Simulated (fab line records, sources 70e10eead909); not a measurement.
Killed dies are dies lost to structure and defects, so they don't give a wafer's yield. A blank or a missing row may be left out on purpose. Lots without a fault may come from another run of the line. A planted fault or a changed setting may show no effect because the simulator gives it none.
Chamber matching | flow nand_harc | NHARC_A_M0_STRIP_18 on rie_diel-10: 4 sister chambers
The step strips in N2/H2. 4 wafers are shown with their chamber, then 10 later ones without.

WAFERS WITH THEIR CHAMBER
wafer  | chamber | showerhead_plenum_p_Torr (Torr)
L084.5 | 2       | 2.19
L083.5 | 3       | 2.12
L082.1 | 0       | 1.94
L082.4 | 1       | 2.18

WAFERS WITHOUT THEIR CHAMBER
wafer  | showerhead_plenum_p_Torr (Torr)
L082.6 | 2.18
L087.1 | 1.94
L087.2 | 2.19
L087.3 | 2.12
L086.2 | 1.94
L086.4 | 1.94
L086.5 | 2.12
L090.2 | 2.17
L090.4 | 2.12
L090.6 | 2.12

WHICH CHAMBER EACH WENT THROUGH
wafer  | from the rows above | in truth
L082.6 | 1                   | 1
L087.1 | 0                   | 0
L087.2 | 2                   | 2
L087.3 | 3                   | 3
L086.2 | 0                   | 0
L086.4 | 0                   | 0
L086.5 | 3                   | 3
L090.2 | 1                   | 1
L090.4 | 3                   | 3
L090.6 | 3                   | 3
Placed correctly: 10 of 10. Can't be placed from these rows: 0. Placed wrongly: 0.
How it was worked out, from the rows above alone: a wafer's distance from a chamber is the root of the sum, over the readings, of the square of ((its reading less the chamber's mean) divided by the reading's scatter). The wafer belongs to the nearest chamber; if the next one is less than 2 further off, it can't be placed. A chamber's mean is the mean of its shown wafers. The scatter: with one shown wafer a chamber, the root of the mean of the squares of how far each hidden wafer lies from its nearest shown one.
